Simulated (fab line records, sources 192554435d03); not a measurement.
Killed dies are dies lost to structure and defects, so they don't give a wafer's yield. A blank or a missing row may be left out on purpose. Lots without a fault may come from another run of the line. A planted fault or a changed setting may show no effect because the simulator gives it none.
Chamber matching | flow n5_finfet | N5_HKMG_FIN_CMP_23 on cmp-04: 4 sister chambers
The step polishes, stops on SiNx, t overpolish 10 s, target thk 46.326 nm. 4 wafers are shown with their chamber, then 6 later ones without.

WAFERS WITH THEIR CHAMBER
wafer  | chamber | motor_current_A (A)
L676.2 | 3       | 11.2
L679.3 | 0       | 12.9
L684.4 | 2       | 12.3
L684.5 | 1       | 11.2

WAFERS WITHOUT THEIR CHAMBER
wafer  | motor_current_A (A)
L684.6 | 12.7
L689.1 | 11.2
L689.2 | 11.0
L694.3 | 12.8
L694.4 | 11.9
L694.6 | 13.1

WHICH CHAMBER EACH WENT THROUGH
wafer  | from the rows above          | in truth
L684.6 | can't be placed: 0 or 2      | 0
L689.1 | can't be placed: 1 or 3      | 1
L689.2 | can't be placed: 1 or 3      | 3
L694.3 | can't be placed: 0 or 2      | 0
L694.4 | can't be placed: 2 or 1 or 3 | 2
L694.6 | 0                            | 0
Placed correctly: 1 of 6. Can't be placed from these rows: 5 (the true chamber is among the candidates in 5). Placed wrongly: 0.
How it was worked out, from the rows above alone: a wafer's distance from a chamber is the root of the sum, over the readings, of the square of ((its reading less the chamber's mean) divided by the reading's scatter). The wafer belongs to the nearest chamber; if the next one is less than 2 further off, it can't be placed. A chamber's mean is the mean of its shown wafers. The scatter: with one shown wafer a chamber, the root of the mean of the squares of how far each hidden wafer lies from its nearest shown one.
